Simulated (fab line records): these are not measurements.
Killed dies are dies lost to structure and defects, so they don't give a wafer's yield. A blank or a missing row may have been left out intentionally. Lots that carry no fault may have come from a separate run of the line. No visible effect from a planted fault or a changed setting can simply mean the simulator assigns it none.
Comparing a struck lot with a sound one :: flow n5 finfet :: 22 out of 1938 route steps
Sound: these wafers, L226.1, L226.3, L226.4. Wafers L234.1, L234.4, L234.5 were the ones struck. The cause comes at the end.
Each step with rows lists, per side, the tool, then ch with its chambers, then its first start. Under that, the readings that differ: sound wafers :: struck wafers :: difference of the means :: sigmas: that difference in standard deviations of wafers without a fault.
alike: readings whose means differ by less than 2 such deviations, and words and numbers that are the same on both sides. not compared: withheld readings, readings that some wafer has no value for, bounds like >300 that may hide the same value, and numbers for which the record gives no deviation and whose values overlap.
A row with sigmas, a row that says differs or no value, or rows on one side alone: a step with any of these is where the two part. When numbers do not overlap yet have no deviation, they are printed without sigmas and do not part them. A reading that every wafer of one side lacks parts them only if that side has two wafers or more.

N5_BEOL_M3_ANNEAL_87: time 240 s.
  sound on pvd sputter-02 at day 7 20:05; struck on pvd sputter-02 at day 9 20:45
  alike: heater power w, susceptor_temp_C_max
then, 1 step without rows for these wafers: N5_BEOL_M3_SPUTTER_88 (material Cu, target thk 4.5 nm, time 8.29 s).
N5_BEOL_M3_ANNEAL_89: time 240 s.
  sound on pvd sputter-02 at day 7 20:18; struck on pvd sputter-02 at day 9 20:58
  alike: heater power w, susceptor_temp_C_max
then, 3 steps without rows for these wafers: N5_BEOL_M3_SPUTTER_90 (material Cu, target thk 4.5 nm, time 8.29 s); N5_BEOL_M3_ANNEAL_91 (time 240 s); N5_BEOL_M3_SPUTTER_92 (material Cu, target thk 4.5 nm, time 8.29 s).
N5_BEOL_M3_ANNEAL_93: time 240 s.
  sound on pvd sputter-02 at day 7 20:44; struck on pvd sputter-02 at day 9 21:25
  alike: heater power w, susceptor_temp_C_max
then, 5 steps without rows for these wafers: N5_BEOL_M3_SPUTTER_94 (material Cu, target thk 4.5 nm, time 8.29 s); N5_BEOL_M3_ANNEAL_95 (time 240 s); N5_BEOL_M3_SPUTTER_96 (material Cu, target thk 4.5 nm, time 8.29 s); N5_BEOL_M3_ECD_50 (material Cu, target thk 300 nm); N5_BEOL_M3_ANNEAL_51 (time 90 s).
N5_BEOL_M3_CMP_52: polishes, stops on SiOC, t overpolish 6.8 s, target thk 40 nm.
  sound on cmp-04 ch 0,1,2, day 7 21:47; struck on cmp-03 ch 0,1,3, day 9 22:27
  no value came back on the struck wafers for any of 5 readings (barrier field endpoint s (s), clearing platen down force psi (psi) and others); on the sound wafers barrier field endpoint s (s) reads 26.6 24.1 24.7
reading: model.Cu_of_BEOL_M3_ECD_50.thk nm (nm)
sound: 41.8 37.4 41.2
struck: 301.6 304.2 300.2
difference: +261.9
sigmas: 

reading: model.SiO2_of_BEOL_M3_PECVD_72.thk nm (nm)
sound: 0 0 0
struck: 15.4 15.8 15.8
difference: +15.7
sigmas: 

reading: model.SiOC_of_BEOL_M3_ILD_DEP_00.thk nm (nm)
sound: 75 75 76.4
struck: 78.8 80.6 78.8
difference: +3.9
sigmas: 
N5_BEOL_M3_THK_MEAS_53: measures by xrf.
  sound on film metro-01 at day 7 22:02; struck on film metro-01 at day 9 22:44
reading: M3_THK (nm)
sound: 42.6 37.9 42.0
struck: 306.1 306.9 302.4
difference: +264.3
sigmas: +99 or more
N5_BEOL_M3_PRE_CLEAN_60: time 15 s.
  sound on cvd co-02 ch 1,2, day 7 22:05; struck on cvd co-01 ch 0,1,2, day 9 22:47
  alike: heater power w
N5_BEOL_M3_CO_CAP_55: material Co, precursor CCTBA/H2, target thk 2 nm, time 102.1 s.
  sound on cvd co-02 ch 1,2, day 7 22:08; struck on cvd co-01 ch 0,1,2, day 9 22:49
  alike: heater power w
then, 2 steps without rows for these wafers: N5_BEOL_M3_PRE_CLEAN_56 (time 15 s); N5_BEOL_M3_DEP_57 (deposits SiCN from 3MS/NH3, target thk 8 nm, time 14 s).
N5_BEOL_M3_RS_MEAS_58: measurement is done with a four-point probe.
  sound on film metro-01 at day 7 22:19; struck on film metro-01 at day 9 23:00
reading: M3_RS (ohm/sq)
sound: 0.63 0.73 0.64
struck: 0.06 0.06 0.06
difference: -0.61
sigmas: -14
N5_BEOL_M3_INSPECT_59: inspects for defects (darkfield).
  sound on defect inspect-02 at day 7 22:20; struck on defect inspect-02 at day 9 23:02
reading: raw defect count
sound: 73 66 107
struck: 5038 5054 5075
difference: +4974
sigmas: +99 or more
N5_BEOL_M4_RC_MEAS_101:
  the record has rows for the sound wafers here (prober-02 ch 0, day 8 09:39) and none for the struck ones
-- here the record skips 4 days between the struck wafers' starts before and after, leaving off in module BEOL_M4 and picking up in module PASSIVATION (first step shown: number 1936 of the route) --
N5_PASSIVATION_PROBE_49:
  sound on prober-01 at day 12 18:40; struck on prober-01 at day 14 08:31
reading: defect limited yield (%)
sound: 90.8 90.7 89.7
struck: 0 0 0
difference: -90
sigmas: -60

reading: killed_at_M0_to_M3
sound: 62 36 52
struck: 1105 1120 1115
difference: +1063
sigmas: +97

reading: killed dies
sound: 108 110 121
struck: 1180 1180 1180
difference: +1067
sigmas: +59

reading: killed on rim
sound: 13 17 17
struck: 152 152 152
difference: +136
sigmas: +35

reading: sort n pass
sound: 1072 1070 1059
struck: 0 0 0
difference: -1067
sigmas: -59

reading: sort yield pct (%)
sound: 90.8 90.7 89.7
struck: 0 0 0
difference: -90
sigmas: -60
  alike: killed_at_M4_up, killed at contacts, killed at front end, killed at other, killed open, killed short, sort_bin_4_leakage, sort_bin_5_function, sort_bin_6_memory

== WHERE THEY PART ==
First at N5_BEOL_M3_CMP_52; last, within this record, at N5_PASSIVATION_PROBE_49.

WHY: the cause the simulator had injected
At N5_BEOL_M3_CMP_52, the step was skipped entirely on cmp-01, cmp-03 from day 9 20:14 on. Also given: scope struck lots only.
